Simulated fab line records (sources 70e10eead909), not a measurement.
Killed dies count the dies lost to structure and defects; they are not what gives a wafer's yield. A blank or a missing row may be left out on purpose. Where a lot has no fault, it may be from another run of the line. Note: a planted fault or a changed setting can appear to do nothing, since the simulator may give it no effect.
Which tool did it? | flow nand-harc | 39 wafers from 13 lots sampled at 5 of the route's 1159 steps

## WHAT THE GAUGES SHOWED, per wafer
NHARC_A_SOURCE_PLATE_THK_MEAS_09: measures by ellipsometry. Usual: 9.7 nm for thk-nm, sd 0.89.
lot  | measured     | on            | thk-nm (nm)    | flag
L966 | day 6 16:25  | film-metro-01 | 9.5 9.0 10.3   |
L968 | day 7 17:20  | film-metro-01 | 10.2 10.0 9.1  |
L970 | day 7 17:20  | film-metro-02 | 10.2 10.5 10.6 |
L971 | day 8 12:55  | film-metro-01 | 9.5 9.8 8.6    |
L972 | day 8 17:09  | film-metro-02 | 15.2 15.1 16.6 | OFF
L974 | day 9 02:41  | film-metro-01 | 15.2 15.2 16.9 | OFF
L976 | day 10 01:58 | film-metro-01 | 10.1 10.8 10.5 |
L982 | day 10 22:32 | film-metro-02 | 7.3 11.4 8.9   |
L983 | day 10 22:32 | film-metro-01 | 8.5 8.7 9.3    |
L984 | day 11 10:27 | film-metro-01 | 9.3 9.2 10.1   |
L988 | day 12 04:04 | film-metro-02 | 10.3 10.3 10.2 |
L987 | day 12 04:04 | film-metro-01 | 8.5 9.7 8.6    |
L989 | day 13 06:58 | film-metro-02 | 10.3 9.6 8.5   |

NHARC_A_ONON_D1_THK_MEAS_08: measures by ellipsometry. Usual: 998 nm for thk-nm, sd 8.6.
lot  | measured     | on            | thk-nm (nm)    | flag
L966 | day 7 07:11  | film-metro-02 | 995 995 995    |
L968 | day 8 08:05  | film-metro-01 | 1008 1009 1009 |
L970 | day 8 08:05  | film-metro-02 | 1009 1006 1008 |
L971 | day 9 03:46  | film-metro-02 | 1001 1000 1001 |
L972 | day 9 04:07  | film-metro-01 | 988 987 985    |
L974 | day 9 12:28  | film-metro-02 | 1011 1009 1009 |
L976 | day 10 16:36 | film-metro-01 | 1004 1005 1005 |
L982 | day 11 15:43 | film-metro-02 | 1011 1012 1011 |
L983 | day 11 15:34 | film-metro-02 | 985 983 982    |
L984 | day 12 01:22 | film-metro-01 | 1002 1002 1000 |
L988 | day 12 18:38 | film-metro-02 | 1001 999 1001  |
L987 | day 12 18:38 | film-metro-01 | 991 991 991    |
L989 | day 13 22:19 | film-metro-02 | 1010 1011 1010 |

NHARC_A_ONON_D1_THK_MEAS_14: measures by ellipsometry. Usual: 1001 nm for thk-nm, sd 10.
lot  | measured     | on            | thk-nm (nm)    | flag
L966 | day 7 08:20  | film-metro-01 | 1011 1012 1010 |
L968 | day 8 09:13  | film-metro-01 | 998 997 999    |
L970 | day 8 09:12  | film-metro-02 | 978 976 979    |
L971 | day 9 05:02  | film-metro-01 | 1002 1001 1002 |
L972 | day 9 05:14  | film-metro-02 | 1000 998 1000  |
L974 | day 9 13:37  | film-metro-01 | 1000 1001 1002 |
L976 | day 10 17:43 | film-metro-01 | 981 982 981    |
L982 | day 11 16:59 | film-metro-01 | 1015 1014 1014 |
L983 | day 11 16:46 | film-metro-02 | 985 987 983    |
L984 | day 12 02:29 | film-metro-01 | 1010 1010 1009 |
L988 | day 12 19:47 | film-metro-02 | 1012 1016 1014 |
L987 | day 12 19:47 | film-metro-01 | 990 991 990    |
L989 | day 13 23:27 | film-metro-02 | 997 998 997    |

## WHAT TOOL EACH LOT RAN ON (gives the tool, then ch and the chambers of the sampled wafers, and finally the start)
lot  | NHARC_P_BONDPAD_DEGAS_25     | NHARC_A_SOURCE_PLATE_OXIDE_02
L966 | pvd-sputter-02, day 6 04:34  | furnace-03 ch 0, day 6 12:22
L968 | pvd-sputter-03, day 7 05:36  | furnace-03 ch 0, day 7 13:15
L970 | pvd-sputter-01, day 7 08:40  | furnace-03 ch 0, day 7 13:15
L971 | pvd-sputter-02, day 7 23:56  | furnace-05 ch 0, day 8 08:55
L972 | pvd-sputter-01, day 8 02:27  | furnace-05 ch 0, day 8 08:55
L974 | pvd-sputter-01, day 8 07:58  | furnace-03 ch 0, day 8 15:44
L976 | pvd-sputter-01, day 9 15:10  | furnace-03 ch 0, day 9 21:55
L982 | pvd-sputter-03, day 10 11:04 | furnace-05 ch 0, day 10 18:34
L983 | pvd-sputter-02, day 10 13:37 | furnace-05 ch 0, day 10 18:34
L984 | pvd-sputter-03, day 10 23:18 | furnace-03 ch 0, day 11 06:22
L988 | pvd-sputter-01, day 11 16:14 | furnace-03 ch 0, day 12 00:00
L987 | pvd-sputter-03, day 11 17:00 | furnace-03 ch 0, day 12 00:00
L989 | pvd-sputter-02, day 12 18:38 | furnace-03 ch 0, day 13 02:56
- NHARC_P_BONDPAD_DEGAS_25: time 60 s.
- NHARC_A_SOURCE_PLATE_OXIDE_02: material SiO2, target thk 10 nm, ox time 1362 s.

## WHAT THE TOOLS THEMSELVES READ (means of the sampled wafers that have a number; where no wafer has one, the mark that the record gives instead)
NHARC_P_BONDPAD_DEGAS_25. Usual: 493 W for heater-power-w, sd 68.
lot  | tool           | heater-power-w (W) | flag
L966 | pvd-sputter-02 | 520                |
L968 | pvd-sputter-03 | 468                |
L970 | pvd-sputter-01 | 452                |
L971 | pvd-sputter-02 | 450                |
L972 | pvd-sputter-01 | 494                |
L974 | pvd-sputter-01 | 513                |
L976 | pvd-sputter-01 | 499                |
L982 | pvd-sputter-03 | 512                |
L983 | pvd-sputter-02 | 441                |
L984 | pvd-sputter-03 | 496                |
L988 | pvd-sputter-01 | 508                |
L987 | pvd-sputter-03 | 486                |
L989 | pvd-sputter-02 | 509                |

NHARC_A_SOURCE_PLATE_OXIDE_02. Usual: ox-temp-c 900.0 C, standard deviation 0.41; zone-power-centre-pct 19.2 %, standard deviation 2.1.
lot  | tool       | ox-temp-c (C) | zone-power-centre-pct (%) | flag
L966 | furnace-03 | 899.9         | 20.3                      |
L968 | furnace-03 | 900.2         | 20.2                      |
L970 | furnace-03 | 900.0         | 20.5                      |
L971 | furnace-05 | 899.8         | 15.4                      |
L972 | furnace-05 | 899.7         | 15.6                      |
L974 | furnace-03 | 899.6         | 20.6                      |
L976 | furnace-03 | 899.6         | 20.4                      |
L982 | furnace-05 | 900.2         | 15.5                      |
L983 | furnace-05 | 899.9         | 15.4                      |
L984 | furnace-03 | 900.1         | 20.5                      |
L988 | furnace-03 | 900.4         | 20.3                      |
L987 | furnace-03 | 899.7         | 20.5                      |
L989 | furnace-03 | 900.1         | 20.5                      |

## THE ANSWER, worked out from the rows above alone
Rule: take the mean of a lot's wafers that have a number; if it is more than 3 standard deviations from the usual mean, the lot is off. A lot without any number at a reading at which 4 lots or more have one is off too. All remaining lots with rows at the step are treated as sound. The gauges are gone through in route order, then the tools' own readings, and for those a lot's mean is taken as printed above. The first step at which some lot is off is used, and at that step the reading that is off furthest; a lot without a number counts as furthest.
Off, at NHARC_A_SOURCE_PLATE_THK_MEAS_09 on thk-nm: L972, L974.
If a tool, at a process step before that reading, ran all the lots that are off and no sound lot after the first of them, it fits. Those tools and the gauges at NHARC_A_SOURCE_PLATE_THK_MEAS_09 are tried in the same way. None of those tried fits.

## WHAT THE SIMULATOR HAD PUT IN
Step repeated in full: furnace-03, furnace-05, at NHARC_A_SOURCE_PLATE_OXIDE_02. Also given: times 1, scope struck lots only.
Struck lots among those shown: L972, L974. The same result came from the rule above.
